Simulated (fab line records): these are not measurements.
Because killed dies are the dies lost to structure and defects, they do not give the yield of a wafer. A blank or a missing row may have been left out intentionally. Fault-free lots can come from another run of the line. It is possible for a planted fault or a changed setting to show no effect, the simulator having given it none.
fab line records    flow nand-harc
record lots=13  wafers=39  last-day=33
route steps=1302 shown A_CONTACT@1014 END@1302
lots untouched by any fault: they come from a run of this same line in which no faults occurred
start-h: start of the lot's first displayed wafer, in hours after the record's first day    wait-h: how many hours have passed since the lot's step before this one    " repeats the value in the row above    L1.1+2: one row covering several wafers at once    - no value present, or no start provided    * or withheld: withheld    < > ~ a bound
route shown NAME@n: names a module that has steps shown in the file, with the first one's number in the route    usual: mean and standard deviation over wafers with no fault    same: alike in all rows    chamber/n: place in a boat    sites: readings site by site    _std_site: how widely they spread, as a standard deviation    _edge_site: the outer-site mean with the inner-site mean subtracted    radius-mm: how far each site lies from the wafer's centre    mask NAME#n: copy n    behind: the last tool/chamber to shape the wafer    hold: why the lot was held/for how many hours/how that ended    device: transistor that didn't switch, given as n, p or np    end of line: tests of these same wafers at the route's end    where a step has no rows: the recipe by itself    killed: count of dies lost to structure and defects at first sort (not the wafer's yield)    map: a wafer's dies, x killed, . not, _ none there
set.NAME: the setting the step ran with; set.NAME@STEP: the setting that earlier step ran with    model.NAME: the simulator's own value behind a step, which no gauge read
a sample of lots followed through the steps of the route, with each step as a table and each wafer as a row
services: the hour from which a tool's chamber was out of use, counted from the record's first day as start-h (under 0 if before that day), plus the number of hours and why
## steps
# step NHARC_A_CONTACT_ETCH_120
# recipe source-w=withheld  pressure-mtorr=20  bias-v=3000  time-s=190  target-depth-a=18500  ar-flow-sccm=withheld  c4f8-flow-sccm=withheld  o2-flow-sccm=withheld  chemistry=C4F8/O2/Ar
lot.wafer  tool             chamber  start-h  wait-h  rf-hours-counter-h
L853.4     har-cap-etch-02  1        506.45   0.1     -
L853.3     "                0        "        "       -
L853.6     "                0        "        "       -
L855.1     har-cap-etch-01  1        518.56   0.1     1
L855.4     "                1        "        "       -
L855.5     "                1        "        "       -
L854.1     har-cap-etch-03  1        519.79   0.2     44
L854.5     "                1        "        "       -
L854.6     "                0        "        "       -
L857.1     har-cap-etch-01  0        545.10   0.2     6
L857.4     "                1        "        "       -
L857.6     "                1        "        "       -
L856.1     har-cap-etch-03  0        551.17   0.1     50
L856.3     "                0        "        "       -
L856.5     "                1        "        "       -
L858.2     har-cap-etch-02  0        570.33   0.1     95
L858.1     "                1        "        "       95
L858.5     "                1        "        "       -
L860.1     har-cap-etch-01  1        572.16   0.1     10
L860.3     "                0        "        "       -
L860.6     "                1        "        "       -
L868.1     har-cap-etch-03  1        652.38   0.1     70
L868.4     "                0        "        "       -
L868.5     "                1        "        "       -
L870.2     har-cap-etch-01  0        680.40   0.1     32
L870.3     "                1        "        "       -
L870.4     "                0        "        "       -
L872.1     har-cap-etch-03  1        688.95   0.1     77
L872.4     "                1        "        "       -
L872.6     "                1        "        "       -
L875.1     har-cap-etch-02  1        706.50   0.1     122
L875.2     "                0        "        "       122
L875.3     "                0        "        "       -
L874.1     har-cap-etch-03  1        708.35   0.1     81
L874.3     "                1        "        "       -
L874.6     "                0        "        "       -
L873.2     har-cap-etch-02  0        710.44   0.1     124
L873.5     "                1        "        "       -
L873.6     "                0        "        "       -
# step NHARC_A_CONTACT_DEP_57
# recipe target-thk-a=53000  temp-c=400  material=aC
# usual throttle-valve-pct=35.000/0.0094
lot.wafer  tool        chamber  start-h  wait-h  throttle-valve-pct
L853.3     acl-dep-02  0        516.02   -       34.993
L853.4     "           0        "        "       34.997
L853.6     "           0        517.63   -       35.007
L855.1     acl-dep-02  0        521.74   -       34.994
L855.4     "           0        523.36   -       34.997
L855.5     "           0        "        "       35.008
L854.1     acl-dep-01  0        524.59   -       34.985
L854.5     "           0        526.76   -       34.995
L854.6     "           0        "        "       35.010
L857.1     acl-dep-02  0        549.10   -       35.011
L857.4     "           0        550.72   -       34.997
L857.6     "           0        551.80   -       34.994
L856.1     acl-dep-03  0        554.85   -       35.002
L856.3     "           0        555.93   -       34.990
L856.5     "           0        557.02   -       35.004
L858.1     acl-dep-03  0        573.49   -       35.007
L858.2     "           0        "        "       34.988
L858.5     "           0        575.64   -       35.009
L860.1     acl-dep-02  0        575.11   -       34.997
L860.3     "           0        576.20   -       35.009
L860.6     "           0        577.84   -       35.007
L868.1     acl-dep-01  0        655.05   -       34.983
L868.4     "           0        656.66   -       35.016
L868.5     "           0        "        "       34.991
L870.2     acl-dep-01  0        685.15   -       34.993
L870.3     "           0        "        "       34.998
L870.4     "           0        "        "       34.995
L872.1     acl-dep-01  0        691.73   -       35.000
L872.4     "           0        693.36   -       35.005
L872.6     "           0        694.44   -       35.005
L875.1     acl-dep-02  0        709.22   -       35.010
L875.2     "           0        "        "       34.994
L875.3     "           0        "        "       35.007
L874.1     acl-dep-01  0        711.04   -       34.993
L874.3     "           0        712.10   -       35.009
L874.6     "           0        713.71   -       34.986
L873.2     acl-dep-03  0        713.70   -       35.003
L873.5     "           0        715.32   -       35.012
L873.6     "           0        "        "       34.989
# step NHARC_A_CONTACT_SOFTBAKE_64
# recipe temp-c=105  time-s=55
# usual heater-power-total-W=188.43/0.13
lot.wafer  tool            chamber  start-h  wait-h  heater-power-total-W
L853.3     litho-track-01  0        518      -       188.48
L853.4     "               0        "        "       188.39
L853.6     "               0        "        "       188.58
L855.1     litho-track-01  0        525      -       188.44
L855.4     "               0        "        "       188.30
L855.5     "               0        "        "       188.71
L854.1     litho-track-04  0        528      -       188.32
L854.5     "               0        "        "       188.25
L854.6     "               0        "        "       188.33
L857.1     litho-track-01  0        552      -       188.37
L857.4     "               0        "        "       188.29
L857.6     "               0        "        "       188.39
L856.1     litho-track-01  0        558      -       323.00
L856.3     "               0        "        "       323.40
L856.5     "               0        "        "       323.16
L858.1     litho-track-01  0        577      -       322.97
L858.2     "               0        "        "       323.04
L858.5     "               0        "        "       323.00
L860.1     litho-track-01  0        578      -       322.98
L860.3     "               0        "        "       323.05
L860.6     "               0        "        "       323.08
L868.1     litho-track-01  0        658      -       188.45
L868.4     "               0        "        "       188.26
L868.5     "               0        "        "       188.41
L870.2     litho-track-04  0        688      -       188.38
L870.3     "               0        "        "       188.48
L870.4     "               0        "        "       188.25
L872.1     litho-track-01  0        695      -       188.50
L872.4     "               0        "        "       188.69
L872.6     "               0        "        "       188.47
L875.1     litho-track-04  0        712      -       188.45
L875.2     "               0        "        "       188.42
L875.3     "               0        "        "       188.42
L874.1     litho-track-01  0        714      -       188.43
L874.3     "               0        "        "       188.48
L874.6     "               0        "        "       188.48
L873.2     litho-track-04  0        716      -       188.32
L873.5     "               0        "        "       188.36
L873.6     "               0        "        "       188.68
# step NHARC_A_CONTACT_ETCH_75
# recipe target-depth-a=390  over-etch-frac=0.3  time-s=65  ion-energy-ev=80  cf4-flow-sccm=150  ar-flow-sccm=0  rf-w=300  bias-w=100  chemistry=CF4
# usual drypump-motor-current-A=5.7/0.34  oes-product-au=0.994/0.011  rf-vpp-V=151.8/1.3  showerhead-plenum-p-Torr=1.81/0.081  throttle-valve-pct=13.284/0.0088
lot.wafer  tool         chamber  start-h  wait-h  drypump-motor-current-A  oes-product-au  rf-hours-counter-h  rf-vpp-V  showerhead-plenum-p-Torr  throttle-valve-pct
L853.3     rie-diel-11  3        519.05   0.1     5.9                      0.999           11                  151.2     1.77                      13.289
L853.4     "            0        "        "       6.0                      1.004           14                  154.1     1.90                      13.280
L853.6     "            0        "        "       6.0                      1.002           -                   154.2     1.90                      13.283
L855.1     rie-diel-11  1        525.98   0.1     5.7                      0.992           15                  152.7     1.90                      13.272
L855.4     "            0        "        "       6.0                      1.000           16                  151.4     1.90                      13.298
L855.5     "            2        "        "       5.7                      0.988           -                   149.7     1.68                      13.302
L854.1     rie-diel-13  3        528.85   0.1     5.2                      1.013           0                   151.6     1.78                      13.288
L854.5     "            3        "        "       5.3                      1.012           -                   151.7     1.79                      13.291
L854.6     "            0        "        "       5.5                      1.013           -                   152.2     1.81                      13.304
L857.1     rie-diel-02  3        553.44   0.1     5.1                      1.015           42                  150.3     1.75                      13.285
L857.6     "            0        "        "       6.4                      0.980           -                   151.9     1.82                      13.289
L857.4     "            3        "        "       5.1                      1.012           -                   150.7     1.75                      13.302
L856.1     rie-diel-02  1        559.01   0.1     5.7                      0.979           67                  153.5     1.89                      13.298
L856.3     "            3        "        "       5.1                      1.000           44                  151.2     1.75                      13.280
L856.5     "            1        "        "       5.7                      0.973           -                   151.5     1.89                      13.284
L858.1     rie-diel-11  0        577.76   0.1     6.0                      0.984           20                  152.6     1.90                      13.282
L858.2     "            1        "        "       5.7                      0.984           20                  152.8     1.90                      13.282
L858.5     "            2        "        "       5.7                      0.974           -                   149.6     1.68                      13.279
L860.3     rie-diel-11  1        579.29   0.1     5.7                      0.975           21                  151.8     1.90                      13.278
L860.1     "            2        "        "       5.7                      0.970           21                  150.1     1.68                      13.284
L860.6     "            0        "        "       6.0                      0.993           -                   152.4     1.89                      13.285
L868.1     rie-diel-11  0        659.16   0.1     6.0                      0.993           6                   152.0     1.89                      13.286
L868.4     "            3        "        "       5.9                      1.000           7                   152.0     1.76                      13.288
L868.5     "            1        "        "       5.7                      0.986           -                   152.8     1.90                      13.273
L870.4     rie-diel-02  3        688.88   0.1     5.1                      0.991           33                  151.3     1.74                      13.277
L870.3     "            1        "        "       5.7                      0.983           35                  152.3     1.88                      13.285
L870.2     "            2        "        "       5.3                      0.977           24                  149.7     1.72                      13.283
L872.1     rie-diel-11  0        696.00   0.1     6.0                      1.002           12                  153.0     1.89                      13.280
L872.4     "            2        "        "       5.7                      1.011           14                  151.0     1.68                      13.291
L872.6     "            0        "        "       6.0                      0.998           -                   154.4     1.89                      13.274
L875.1     rie-diel-11  2        713.32   0.1     5.7                      1.003           17                  149.0     1.67                      13.281
L875.3     "            3        "        "       5.9                      1.021           17                  151.8     1.76                      13.272
L875.2     "            0        "        "       6.0                      0.991           16                  153.1     1.89                      13.289
L874.3     rie-diel-11  3        715.27   0.1     5.9                      1.003           18                  151.3     1.76                      13.281
L874.1     "            0        "        "       6.0                      0.999           17                  153.4     1.89                      13.276
L874.6     "            2        "        "       5.7                      1.007           -                   150.0     1.68                      13.283
L873.2     rie-diel-02  1        717.41   0.1     5.7                      1.002           47                  153.2     1.87                      13.283
L873.5     "            1        "        "       5.7                      0.998           -                   152.7     1.87                      13.285
L873.6     "            2        "        "       5.3                      1.005           -                   150.6     1.71                      13.286
# step NHARC_END_SORT_01
# recipe temp-c=25
# usual killed-at-array=46/15  killed-at-other=1.0/1.3  killed-at-periphery=4/3  killed-dies=51/15  killed-open=3.2/1.8  killed-short=2.5/1.5
# same gross-dies=677
lot.wafer  tool       chamber  start-h  wait-h  killed-at-array  killed-at-other  killed-at-periphery  killed-dies  killed-open  killed-short
L855.1     prober-01  0        608.75   2.5     40               0                5                    45           2            4
L855.4     prober-01  0        611.14   3.4     35               0                11                   46           4            4
L855.5     prober-01  0        611.93   3.7     37               1                3                    41           0            1
L853.3     prober-02  0        613.88   3.1     60               0                3                    63           5            1
L853.4     prober-02  0        614.68   3.4     68               3                1                    72           1            1
L853.6     prober-02  0        616.28   4.0     39               1                0                    40           4            2
L854.1     prober-01  0        616.51   2.5     58               0                2                    60           3            5
L854.5     prober-01  0        619.71   3.7     43               0                7                    50           1            1
L854.6     prober-01  0        620.51   4.0     63               0                5                    68           6            2
L857.1     prober-02  0        620.10   2.5     40               0                2                    42           5            1
L857.4     prober-02  0        622.49   3.4     50               1                2                    53           2            7
L857.6     prober-02  0        624.08   4.0     35               0                3                    38           3            1
L856.1     prober-01  0        624.36   2.5     61               0                4                    65           3            1
L856.3     prober-01  0        625.95   3.1     40               1                3                    44           3            2
L856.5     prober-01  0        627.54   3.7     47               2                2                    51           3            2
L860.1     prober-01  0        638.31   2.5     47               2                1                    50           2            3
L860.3     prober-01  0        639.93   3.1     43               0                0                    43           2            3
L860.6     prober-01  0        642.36   4.1     47               2                2                    51           6            2
L858.1     prober-02  0        638.34   2.5     46               0                2                    48           6            0
L858.2     prober-02  0        639.14   2.8     44               0                2                    46           4            1
L858.5     prober-02  0        641.51   3.7     44               0                0                    44           3            2
L868.1     prober-02  0        718.81   2.5     34               0                10                   44           4            3
L868.4     prober-02  0        721.20   3.4     33               0                2                    35           1            2
L868.5     prober-02  0        722.00   3.7     28               0                7                    35           2            1
L870.2     prober-01  0        748.37   2.8     47               6                2                    55           3            4
L870.3     prober-01  0        749.16   3.1     48               5                10                   63           2            0
L870.4     prober-01  0        749.96   3.4     42               2                4                    48           4            3
L872.1     prober-01  0        762.36   2.5     22               0                4                    26           2            5
L872.4     prober-01  0        764.74   3.4     32               0                4                    36           5            2
L872.6     prober-01  0        766.33   4.0     36               1                5                    42           3            2
L875.1     prober-02  0        785.99   2.5     46               1                2                    49           5            1
L875.2     prober-02  0        786.80   2.8     49               0                3                    52           4            3
L875.3     prober-02  0        787.61   3.1     50               0                1                    51           7            2
L873.2     prober-01  0        786.77   2.8     20               1                6                    27           2            3
L873.5     prober-01  0        789.15   3.7     15               2                8                    25           3            3
L873.6     prober-01  0        789.95   4.0     22               2                2                    26           2            3
L874.1     prober-01  0        793.72   2.5     57               1                4                    62           4            2
L874.3     prober-01  0        795.31   3.1     67               0                2                    69           7            0
L874.6     prober-01  0        797.69   4.0     55               1                1                    57           1            1
# killed by level:class
L855.1 A_CHANNEL_HOLE_D1:chamber-film-flake=18 A_CHANNEL_HOLE_D2:chamber-film-flake=12 P_M1:chamber-film-flake=4 A_STAIRCASE:chamber-film-flake=2 A_CONTACT:chamber-film-flake=2 P_GATE:geometric-particle:short=1 A_SOURCE_PLATE:geometric-particle:open=1 A_ONON_D1:geometric-particle:short=1
L855.4 A_CHANNEL_HOLE_D1:chamber-film-flake=15 A_CHANNEL_HOLE_D2:chamber-film-flake=7 P_GATE:chamber-film-flake=6 A_CONTACT:chamber-film-flake=3 P_M1:chamber-film-flake=2 A_STAIRCASE:chamber-film-flake=2 P_GATE:geometric-particle:short=1 P_M0:geometric-particle:open=1
L855.5 A_CHANNEL_HOLE_D1:chamber-film-flake=19 A_CHANNEL_HOLE_D2:chamber-film-flake=9 A_CONTACT:chamber-film-flake=5 A_CHANNEL_FILL_D2:geometric-particle:short=1 P_STI:chamber-film-flake=1 P_GATE:chamber-film-flake=1 P_M1:chamber-film-flake=1 A_CHANNEL_FILL_D2:chamber-film-flake=1
L853.3 A_CHANNEL_HOLE_D2:chamber-film-flake=29 A_CHANNEL_HOLE_D1:chamber-film-flake=18 A_CONTACT:chamber-film-flake=4 A_ONON_D1:geometric-particle:open=2 A_STAIRCASE:chamber-film-flake=2 A_WL_FILL:chamber-film-flake=2 P_GATE:geometric-particle:open=1 A_DECK1_JOINT:geometric-particle:open=1
L853.4 A_CHANNEL_HOLE_D1:chamber-film-flake=38 A_CHANNEL_HOLE_D2:chamber-film-flake=21 A_CONTACT:chamber-film-flake=4 THIN_TSV:chamber-film-flake=3 A_WL_FILL:geometric-particle:short=1 A_CONTACT:geometric-particle:open=1 P_M2:chamber-film-flake=1 A_DECK1_JOINT:chamber-film-flake=1
L853.6 A_CHANNEL_HOLE_D1:chamber-film-flake=16 A_CHANNEL_HOLE_D2:chamber-film-flake=11 A_CONTACT:chamber-film-flake=3 A_WL_FILL:chamber-film-flake=2 A_SOURCE_PLATE:geometric-particle:short=1 A_CHANNEL_FILL_D1:geometric-particle:open=1 A_DECK1_JOINT:geometric-particle:short=1 A_CHANNEL_FILL_D2:geometric-particle:open=1
L854.1 A_CHANNEL_HOLE_D2:chamber-film-flake=33 A_SLIT:chamber-film-flake=11 A_CONTACT:chamber-film-flake=4 A_CHANNEL_HOLE_D1:chamber-film-flake=2 P_CONTACT:geometric-particle:open=1 A_CHANNEL_HOLE_D1:geometric-particle:short=1 A_DECK1_JOINT:geometric-particle:short=1 A_DECK1_JOINT:geometric-particle:open=1
L854.5 A_CHANNEL_HOLE_D2:chamber-film-flake=19 A_SLIT:chamber-film-flake=16 P_GATE:chamber-film-flake=5 A_CONTACT:chamber-film-flake=3 P_M1:chamber-film-flake=2 A_CHANNEL_FILL_D2:geometric-particle:open=1 A_WL_FILL:geometric-particle:short=1 A_CHANNEL_FILL_D2:chamber-film-flake=1
L857.1 A_CHANNEL_HOLE_D1:chamber-film-flake=18 A_CHANNEL_HOLE_D2:chamber-film-flake=13 P_GATE:geometric-particle:open=2 A_M0:geometric-particle:open=2 A_CONTACT:chamber-film-flake=2 A_DECK1_JOINT:geometric-particle:short=1 A_BLC:geometric-particle:open=1 A_SGD_CUT:chamber-film-flake=1
L854.6 A_CHANNEL_HOLE_D2:chamber-film-flake=32 A_SLIT:chamber-film-flake=19 A_CONTACT:chamber-film-flake=6 P_CONTACT:geometric-particle:open=2 P_CONTACT:geometric-particle:short=1 P_M0:geometric-particle:open=1 A_ONON_D1:geometric-particle:open=1 A_CHANNEL_FILL_D2:geometric-particle:open=1
L857.4 A_CHANNEL_HOLE_D1:chamber-film-flake=32 A_CHANNEL_HOLE_D2:chamber-film-flake=5 A_ONON_D2:geometric-particle:short=2 A_WL_FILL:geometric-particle:short=2 A_CHANNEL_FILL_D2:chamber-film-flake=2 A_CONTACT:chamber-film-flake=2 A_BONDPAD:chamber-film-flake=2 P_M0:geometric-particle:short=1
L857.6 A_CHANNEL_HOLE_D1:chamber-film-flake=17 A_CHANNEL_HOLE_D2:chamber-film-flake=7 A_CONTACT:chamber-film-flake=3 P_CONTACT:geometric-particle:open=1 P_M0:geometric-particle:open=1 A_SGD_CUT:geometric-particle:open=1 A_WL_FILL:geometric-particle:short=1 P_GATE:chamber-film-flake=1
L856.1 A_CHANNEL_HOLE_D2:chamber-film-flake=37 A_SLIT:chamber-film-flake=15 A_CONTACT:chamber-film-flake=4 P_GATE:geometric-particle:open=1 P_CONTACT:geometric-particle:short=1 A_CHANNEL_FILL_D1:geometric-particle:open=1 A_M0:geometric-particle:open=1 P_ZERO_WELL:chamber-film-flake=1
L856.3 A_CHANNEL_HOLE_D2:chamber-film-flake=17 A_SLIT:chamber-film-flake=15 A_WL_FILL:chamber-film-flake=2 P_CONTACT:geometric-particle:open=1 P_M0:geometric-particle:open=1 A_CHANNEL_FILL_D1:geometric-particle:short=1 A_ONON_D2:geometric-particle:open=1 A_M0:geometric-particle:short=1
L856.5 A_SLIT:chamber-film-flake=20 A_CHANNEL_HOLE_D2:chamber-film-flake=16 THIN_TSV:chamber-film-flake=2 P_M0:geometric-particle:short=1 A_ONON_D2:geometric-particle:open=1 A_ONON_D2:geometric-particle:short=1 A_CHANNEL_FILL_D2:geometric-particle:open=1 A_M0:geometric-particle:open=1
L860.1 A_CHANNEL_HOLE_D2:chamber-film-flake=29 A_CHANNEL_HOLE_D1:chamber-film-flake=6 A_SGD_CUT:chamber-film-flake=2 A_WL_FILL:chamber-film-flake=2 A_CONTACT:chamber-film-flake=2 THIN_TSV:chamber-film-flake=2 P_CONTACT:geometric-particle:short=1 A_SOURCE_PLATE:geometric-particle:open=1
L858.1 A_SLIT:chamber-film-flake=19 A_CHANNEL_HOLE_D2:chamber-film-flake=9 A_CONTACT:chamber-film-flake=6 A_CHANNEL_HOLE_D1:chamber-film-flake=2 A_CHANNEL_FILL_D2:chamber-film-flake=2 P_M1:geometric-particle:open=1 A_CHANNEL_HOLE_D1:geometric-particle:open=1 A_CHANNEL_FILL_D1:geometric-particle:open=1
L858.2 A_SLIT:chamber-film-flake=20 A_CHANNEL_HOLE_D2:chamber-film-flake=9 A_CONTACT:chamber-film-flake=5 A_DECK1_JOINT:geometric-particle:open=2 A_CHANNEL_HOLE_D1:chamber-film-flake=2 A_CHANNEL_FILL_D1:chamber-film-flake=2 A_CHANNEL_FILL_D2:chamber-film-flake=2 P_M0:geometric-particle:open=1
L860.3 A_CHANNEL_HOLE_D2:chamber-film-flake=15 A_CHANNEL_HOLE_D1:chamber-film-flake=4 A_CHANNEL_FILL_D1:chamber-film-flake=4 A_ZERO_WELL:chamber-film-flake=3 A_SGD_CUT:chamber-film-flake=3 A_WL_FILL:chamber-film-flake=3 A_CONTACT:chamber-film-flake=3 A_DECK1_JOINT:chamber-film-flake=2
L858.5 A_SLIT:chamber-film-flake=19 A_CHANNEL_HOLE_D2:chamber-film-flake=8 A_CHANNEL_HOLE_D1:chamber-film-flake=4 A_CONTACT:chamber-film-flake=4 A_M0:geometric-particle:open=2 A_CHANNEL_FILL_D2:chamber-film-flake=2 A_CHANNEL_FILL_D1:geometric-particle:short=1 A_CHANNEL_HOLE_D2:geometric-particle:short=1
L860.6 A_CHANNEL_HOLE_D2:chamber-film-flake=20 A_SGD_CUT:chamber-film-flake=6 A_CONTACT:chamber-film-flake=4 A_ZERO_WELL:chamber-film-flake=3 A_CHANNEL_HOLE_D1:chamber-film-flake=3 A_CHANNEL_FILL_D1:chamber-film-flake=2 P_CONTACT:geometric-particle:open=1 A_CHANNEL_FILL_D1:geometric-particle:short=1
L868.1 A_SLIT:chamber-film-flake=8 P_M2:chamber-film-flake=8 A_CHANNEL_HOLE_D1:chamber-film-flake=8 A_CONTACT:chamber-film-flake=4 A_WL_FILL:chamber-film-flake=3 A_BLC:chamber-film-flake=3 P_CONTACT:chamber-film-flake=2 A_ONON_D1:geometric-particle:short=1
L868.4 A_CHANNEL_HOLE_D1:chamber-film-flake=11 A_SLIT:chamber-film-flake=6 A_DECK1_JOINT:chamber-film-flake=4 A_CONTACT:chamber-film-flake=4 P_CONTACT:chamber-film-flake=2 A_BLC:chamber-film-flake=2 A_CHANNEL_FILL_D2:geometric-particle:short=1 A_CONTACT:geometric-particle:short=1
L868.5 A_CHANNEL_HOLE_D1:chamber-film-flake=6 A_CONTACT:chamber-film-flake=6 A_SLIT:chamber-film-flake=4 A_STAIRCASE:chamber-film-flake=3 A_BLC:chamber-film-flake=3 P_STI:chamber-film-flake=2 P_CONTACT:chamber-film-flake=2 P_M2:chamber-film-flake=2
L870.2 A_SLIT:chamber-film-flake=25 THIN_TSV:chamber-film-flake=6 A_CONTACT:chamber-film-flake=5 A_CHANNEL_HOLE_D1:chamber-film-flake=4 A_ONON_D2:geometric-particle:short=3 A_ZERO_WELL:chamber-film-flake=2 A_DECK1_JOINT:chamber-film-flake=2 A_STAIRCASE:chamber-film-flake=2
L870.3 A_SLIT:chamber-film-flake=20 A_STAIRCASE:chamber-film-flake=11 A_CHANNEL_HOLE_D1:chamber-film-flake=8 A_CONTACT:chamber-film-flake=5 P_GATE:chamber-film-flake=5 P_M2:chamber-film-flake=3 THIN_TSV:chamber-film-flake=3 HYBRID_BOND:chamber-film-flake=2
L870.4 A_SLIT:chamber-film-flake=18 A_CHANNEL_HOLE_D1:chamber-film-flake=6 A_CONTACT:chamber-film-flake=6 A_STAIRCASE:chamber-film-flake=5 A_DECK1_JOINT:chamber-film-flake=2 THIN_TSV:chamber-film-flake=2 P_GATE:geometric-particle:short=1 P_CONTACT:geometric-particle:open=1
L872.1 A_CHANNEL_HOLE_D1:chamber-film-flake=9 A_CHANNEL_HOLE_D2:chamber-film-flake=3 A_SLIT:chamber-film-flake=2 P_M1:geometric-particle:open=1 P_M1:geometric-particle:short=1 A_ONON_D1:geometric-particle:short=1 A_CHANNEL_FILL_D1:geometric-particle:short=1 A_CHANNEL_FILL_D2:geometric-particle:short=1
L872.4 A_CHANNEL_HOLE_D1:chamber-film-flake=13 A_STAIRCASE:chamber-film-flake=4 A_SLIT:chamber-film-flake=4 A_CONTACT:chamber-film-flake=3 A_ONON_D1:geometric-particle:open=2 P_GATE:chamber-film-flake=2 A_CHANNEL_HOLE_D2:chamber-film-flake=2 P_CONTACT:geometric-particle:open=1
L872.6 A_CHANNEL_HOLE_D1:chamber-film-flake=14 A_SLIT:chamber-film-flake=4 A_BLC:chamber-film-flake=4 P_ZERO_WELL:chamber-film-flake=3 A_CHANNEL_HOLE_D2:chamber-film-flake=3 A_CONTACT:chamber-film-flake=3 A_STAIRCASE:chamber-film-flake=2 A_WL_FILL:chamber-film-flake=2
L875.1 A_CHANNEL_HOLE_D2:chamber-film-flake=29 A_SLIT:chamber-film-flake=6 A_SGD_CUT:chamber-film-flake=3 A_DECK1_JOINT:geometric-particle:open=2 P_CONTACT:geometric-particle:short=1 A_CHANNEL_HOLE_D1:geometric-particle:open=1 A_ONON_D2:geometric-particle:open=1 A_M0:geometric-particle:open=1
L873.2 A_CONTACT:chamber-film-flake=9 A_SLIT:chamber-film-flake=4 P_M0:geometric-particle:short=2 P_ZERO_WELL:chamber-film-flake=2 A_WL_FILL:chamber-film-flake=2 A_ONON_D2:geometric-particle:open=1 A_ONON_D2:geometric-particle:short=1 A_CHANNEL_FILL_D2:geometric-particle:open=1
L875.2 A_CHANNEL_HOLE_D2:chamber-film-flake=19 A_SLIT:chamber-film-flake=10 A_CONTACT:chamber-film-flake=7 A_SGD_CUT:chamber-film-flake=3 P_ZERO_WELL:chamber-film-flake=2 A_SOURCE_PLATE:geometric-particle:short=1 A_CHANNEL_HOLE_D1:geometric-particle:open=1 A_DECK1_JOINT:geometric-particle:open=1
L875.3 A_CHANNEL_HOLE_D2:chamber-film-flake=21 A_SLIT:chamber-film-flake=9 A_CONTACT:chamber-film-flake=6 A_SGD_CUT:chamber-film-flake=3 A_CONTACT:geometric-particle:open=2 A_BLC:geometric-particle:open=2 A_ONON_D1:geometric-particle:open=1 A_ONON_D2:geometric-particle:short=1
L873.5 A_CONTACT:chamber-film-flake=9 P_M0:geometric-particle:open=2 P_M0:geometric-particle:short=2 P_ZERO_WELL:chamber-film-flake=2 A_SLIT:chamber-film-flake=2 THIN_TSV:chamber-film-flake=2 P_STI:geometric-particle:short=1 A_M0:geometric-particle:open=1
L873.6 A_CONTACT:chamber-film-flake=8 A_SLIT:chamber-film-flake=6 THIN_TSV:chamber-film-flake=2 A_SOURCE_PLATE:geometric-particle:short=1 A_CHANNEL_FILL_D2:geometric-particle:open=1 A_CHANNEL_FILL_D2:geometric-particle:short=1 A_WL_FILL:geometric-particle:short=1 A_CONTACT:geometric-particle:open=1
L874.1 A_SLIT:chamber-film-flake=16 A_CHANNEL_HOLE_D1:chamber-film-flake=14 A_CHANNEL_HOLE_D2:chamber-film-flake=10 A_CONTACT:chamber-film-flake=6 P_ZERO_WELL:chamber-film-flake=2 A_ZERO_WELL:chamber-film-flake=2 A_CHANNEL_FILL_D2:chamber-film-flake=2 A_BONDPAD:chamber-film-flake=2
L874.3 A_CHANNEL_HOLE_D2:chamber-film-flake=15 A_CHANNEL_HOLE_D1:chamber-film-flake=14 A_SLIT:chamber-film-flake=13 A_CONTACT:chamber-film-flake=11 A_BONDPAD:chamber-film-flake=3 A_ONON_D1:geometric-particle:open=2 A_DECK1_JOINT:geometric-particle:open=2 A_M0:chamber-film-flake=2
L874.6 A_CHANNEL_HOLE_D2:chamber-film-flake=15 A_CHANNEL_HOLE_D1:chamber-film-flake=14 A_SLIT:chamber-film-flake=12 A_CHANNEL_FILL_D2:chamber-film-flake=5 A_CONTACT:chamber-film-flake=4 A_BONDPAD:chamber-film-flake=2 P_CONTACT:geometric-particle:open=1 A_DECK1_JOINT:geometric-particle:short=1
## services
tool             chamber  start-h  hours  kind
rie-diel-02      2        484.70   7.0    repair
acl-dep-03       -        486.17   13.0   pm
rie-diel-13      3        494.61   6.4    repair
har-cap-etch-01  -        497.06   17.0   pm
rie-diel-02      -        500.91   1.5    repair
litho-track-01   -        505.00   7.0    pm
rie-diel-02      3        511.44   34.3   repair
rie-diel-13      -        519.67   9.0    pm
rie-diel-13      1        543.97   16.4   repair
litho-track-04   -        553.00   7.0    pm
acl-dep-01       -        553.29   13.0   pm
rie-diel-13      0        554.60   2.5    repair
rie-diel-02      -        571.62   9.0    pm
rie-diel-11      0        588.21   5.9    repair
acl-dep-02       -        605.76   13.0   pm
rie-diel-02      2        608.45   27.5   repair
rie-diel-11      -        609.50   9.0    pm
rie-diel-02      0        634.95   11.6   repair
acl-dep-03       -        637.45   0.3    repair
rie-diel-02      3        663.79   7.2    repair
acl-dep-03       -        667.44   13.0   pm
rie-diel-02      0        668.40   11.0   repair
har-cap-etch-02  -        677.23   2.9    repair
litho-track-01   -        680.00   7.0    pm
## key
first-sign step=NHARC_A_CONTACT_SOFTBAKE_64  reading=heater-power-total-W  direction=up  sigmas=99+  usual=*  struck=*
effect none on later readings
met-at NHARC_A_CONTACT_SOFTBAKE_64
struck-lots L856,L858,L860
tester-left-out L856,L858,L860
not-acting-at NHARC_A_CONTACT_ETCH_120,NHARC_A_CONTACT_DEP_57,NHARC_A_CONTACT_ETCH_75
onset-between 552 558
fault kind=process-parameter-drift  tool=litho-track-01  chamber=-  onset-h=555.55  steps=NHARC_A_CONTACT_SOFTBAKE_64  channel=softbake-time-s  offset=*  shape=step  end-h=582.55  acts-in=*  stated=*
# tester-left-out: of these lots the tester's yield and bins aren't shown, on N5 and GAA mostly nor the transistor test; their killed dies are dies lost to structure and defects alone, not to doping, threshold or leakage, so they don't give the yield
